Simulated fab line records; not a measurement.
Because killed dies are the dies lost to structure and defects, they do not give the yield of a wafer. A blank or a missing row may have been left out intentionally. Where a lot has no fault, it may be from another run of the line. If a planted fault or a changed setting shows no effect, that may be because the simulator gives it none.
Chamber matching	flow nand harc	NHARC_P_CONTACT_STRIP_28 on rie diel-05: 4 sister chambers
The step strips in O2. 4 wafers are shown with their chamber, then 11 later ones without.

WAFERS PAIRED WITH THEIR CHAMBERS
wafer	chamber	drypump motor current A (A)
L080.3	1	5.8
L082.1	2	5.1
L085.6	3	4.7
L087.1	0	5.8

WAFERS WHOSE CHAMBER IS MISSING
wafer	drypump motor current A (A)
L087.3	5.9
L087.5	5.8
L094.2	5.8
L094.3	5.9
L094.4	5.1
L095.1	5.1
L095.2	5.8
L095.5	4.7
L096.1	5.1
L096.2	5.8
L096.3	5.8

THE CHAMBER EACH PASSED THROUGH
wafer	from the rows above	in truth
L087.3	can't be placed: 0 or 1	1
L087.5	can't be placed: 0 or 1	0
L094.2	can't be placed: 0 or 1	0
L094.3	can't be placed: 0 or 1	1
L094.4	2	2
L095.1	2	2
L095.2	can't be placed: 0 or 1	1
L095.5	3	3
L096.1	2	2
L096.2	can't be placed: 0 or 1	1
L096.3	can't be placed: 0 or 1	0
Correctly placed: 4 of 11. From these rows, 7 cannot be placed; in 7 the true chamber is one of the candidates. Number placed wrongly: 0.
How it was worked out, from the rows above alone: a wafer's distance from a chamber is the root of the sum, over the readings, of the square of ((its reading less the chamber's mean) divided by the reading's scatter). The wafer belongs to the nearest chamber; if the next one is less than 2 further off, it can't be placed. Each chamber's mean is taken over the wafers shown for it. The scatter: with one shown wafer a chamber, the root of the mean of the squares of how far each hidden wafer lies from its nearest shown one.
